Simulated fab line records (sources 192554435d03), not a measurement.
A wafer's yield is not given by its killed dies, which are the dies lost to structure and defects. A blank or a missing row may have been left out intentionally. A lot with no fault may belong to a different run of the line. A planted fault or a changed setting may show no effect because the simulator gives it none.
A struck lot beside a sound one || flow n5Finfet || 20 steps out of a route of 1938
Sound: the wafers L142.2, L142.3, L142.4. Wafers L135.2, L135.4, L135.6 were the ones struck. The cause comes at the end.
Per side, at each step with rows, come the tool, then ch with its chambers, and then its first start. Under that, the readings that differ: sound wafers || struck wafers || difference of the means || sigmas: that difference in standard deviations of wafers without a fault.
alike: readings with means less than 2 such deviations apart, plus words and numbers identical on both sides. not compared: withheld readings, readings lacking a value on some wafer, bounds such as >300 that could conceal the same value, and numbers that have no deviation in the record and whose values overlap.
The two part at a step that has a row with sigmas, a row that says differs or no value, or rows on one side only. Numbers that have no deviation but don't overlap get no sigmas and don't part them. A reading missing from all wafers of one side parts the sides only when that side holds two or more wafers.

first, 8 steps without rows for these wafers: N5_BEOL_M15_DESCUM_15 (chemistry O2, time 7.9 s); N5_BEOL_M15_ETCH_59 (etches BARC in N2/H2, target depth 89 nm, overetch 26.7 nm, time 67.9 s); N5_BEOL_M15_VIA_ETCH_16 (etches SiO2 in C4F8/O2/Ar, target depth 1792.2 nm); N5_BEOL_M15_STRIP_63 (strips in O2); N5_BEOL_M15_STRIP_64 (strips in O2); N5_BEOL_M15_STRIP_65 (strips in post etch residue remover, time 60 s); N5_BEOL_M15_SRD_66 (time 30 s, dry time 30 s); N5_BEOL_M15_COAT_56 (time 60 s, resist thk 550 nm).
N5_BEOL_M15_ETCH_57: etches SOC in N2/H2, time 750 s.
  sound on rieDiel-01 ch 0,2,3, day 18 04:04; struck on rieDiel-04 ch 1,3, day 17 03:24
  alike: drypumpMotorCurrentA, oesProductAu, rfFwdPowerW, rfVppV, showerheadPlenumPTorr, throttleValvePct
  not compared: rfHoursCounterH
then, 8 steps without rows for these wafers: N5_BEOL_M15_COAT_60 (time 60 s, resist thk 89 nm); N5_BEOL_M15_COAT_22 (resist thk 800 nm); N5_BEOL_M15_EBR_24; N5_BEOL_M15_SOFTBAKE_23 (time 60 s); N5_BEOL_M15_EXPOSE_25 (exposes mask M15, target cd 400 nm); N5_BEOL_M15_PEB_26 (peb time 90 s); N5_BEOL_M15_DEVELOP_27 (develop time 45 s); N5_BEOL_M15_HARDBAKE_32 (time 120 s).
N5_BEOL_M15_INSPECT_30: inspects for defects (macro).
  sound on defectInspect-02, day 18 05:01; struck on defectInspect-02, day 17 04:14
{"reading": "rawDefectCount", "sound": "0 1 3", "struck": ">300 >300 >300", "difference": "differs", "sigmas": ""}
then, 1 step without rows for these wafers: N5_BEOL_M15_DESCUM_33 (chemistry O2, time 7.9 s).
N5_PASSIVATION_PROBE_49:
  the record has rows for the struck wafers here (prober-01, day 18 01:53) and none for the sound ones

WHERE THEY PART
Last at N5_PASSIVATION_PROBE_49 as far as this record goes, first at N5_BEOL_M15_INSPECT_30.

WHY: what had been put in by the simulator
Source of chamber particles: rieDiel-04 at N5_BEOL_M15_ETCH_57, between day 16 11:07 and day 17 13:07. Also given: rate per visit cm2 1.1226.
